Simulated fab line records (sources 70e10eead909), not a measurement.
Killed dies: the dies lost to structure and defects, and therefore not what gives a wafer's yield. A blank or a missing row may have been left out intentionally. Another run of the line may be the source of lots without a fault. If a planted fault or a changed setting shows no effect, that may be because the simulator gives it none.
A lot that was struck, set against a sound lot | flow nand harc | 15 out of 1159 route steps
Sound: the wafers L196.2, L196.3, L196.5. The struck wafers were L198.2, L198.4, L198.5. The cause is given at the end.
For every step that has rows: the tool of each side, followed by ch and its chambers, followed by its first start. Under that, the readings that differ: sound wafers | struck wafers | difference of the means | sigmas: that difference in standard deviations of wafers without a fault.
alike: readings whose means differ by less than 2 such deviations, and words and numbers that are the same on both sides. not compared: withheld readings, readings that some wafer has no value for, bounds like >300 that may hide the same value, and numbers for which the record gives no deviation and whose values overlap.
A row with sigmas, a row that says differs or no value, or rows on one side alone: a step with any of these is where the two part. Non-overlapping numbers with no deviation appear without sigmas and do not part them. A reading missing from all wafers of one side parts the sides only when that side holds two or more wafers.

NHARC_P_M2_CD_MEAS_09: the cd target is 170 nm.
  sound on cd sem-01 ch 0, day 6 06:59; struck on cd sem-03 ch 0, day 6 20:30
  alike: cd nm
NHARC_P_M2_OVL_MEAS_10: pitch 340 nm.
  struck on overlay-01, day 6 20:35; sound on overlay-01, day 6 07:04
  alike: overlay x nm, overlay y nm
NHARC_P_M2_INSPECT_11:
  struck on defect inspect-02, day 6 20:37; sound on defect inspect-02, day 6 07:07
  alike: raw defect count
NHARC_P_M2_DESCUM_14: chemistry O2, time 3 s.
  sound on rie diel-12 ch 1,2, day 6 07:10; struck on rie diel-09 ch 0,1,2, day 6 20:42
  alike: drypump motor current A, oes product au, rf vpp V, showerhead plenum p Torr, throttle valve pct
  not compared: rf hours counter h
NHARC_P_M2_ETCH_35: etches the open film in N2/H2, target depth 40 nm, overetch 12 nm, time 43.94 s.
  sound on rie diel-12 ch 0,2,3, day 6 07:16; struck on rie diel-09 ch 0,3, day 6 20:46
  alike: drypump motor current A, h2 flow sccm, n2 flow sccm, oes product au, rf vpp V, showerhead plenum p Torr, throttle valve pct
  not compared: rf hours counter h
then, 1 step without rows for these wafers: NHARC_P_M2_ETCH_15 (etches the open film in C4F8/Ar, target depth 182.5 nm, time 91.2 s).
NHARC_P_M2_CD_MEAS_16:
  struck on cd sem-01, day 6 20:59; sound on cd sem-01, day 6 07:28
  alike: cd nm
then, 1 step without rows for these wafers: NHARC_P_M2_STRIP_18 (strips in N2/H2).
NHARC_P_M2_ETCH_28: etches the open film in CF4/N2, target depth 30 nm, time 72.99 s.
  sound on rie diel-12 ch 0,1,2; struck on rie diel-12 ch 0,2,3
  alike: drypump motor current A, n2 flow sccm, oes product au, rf vpp V, showerhead plenum p Torr, throttle valve pct
  not compared: rf hours counter h
then, 2 steps without rows for these wafers: NHARC_P_M2_STRIP_19 (strips in post etch residue remover, time 600 s); NHARC_P_M2_DEGAS_29 (time 60 s).
NHARC_P_M2_PRE_CLEAN_30: time 30 s.
  sound on pvd sputter-01; struck on pvd sputter-01
  alike: heater power w
NHARC_P_M2_PVD_20: deposits TaN, target thk 5 nm, time 8.06 s.
  struck on pvd sputter-01, day 6 22:13; sound on pvd sputter-01, day 6 08:19
  alike: throttle valve pct
NHARC_P_M2_PVD_21: deposits Cu, target thk 30 nm, time 20.49 s.
  sound on pvd sputter-01; struck on pvd sputter-01
  alike: throttle valve pct
NHARC_END_SORT_01:
  the record has rows for the sound wafers here (prober-02 ch 0, day 19 09:43) and none for the struck ones

== WHERE THEY PART ==
NHARC_END_SORT_01 only, going by this record.

WHY: what the simulator had put in
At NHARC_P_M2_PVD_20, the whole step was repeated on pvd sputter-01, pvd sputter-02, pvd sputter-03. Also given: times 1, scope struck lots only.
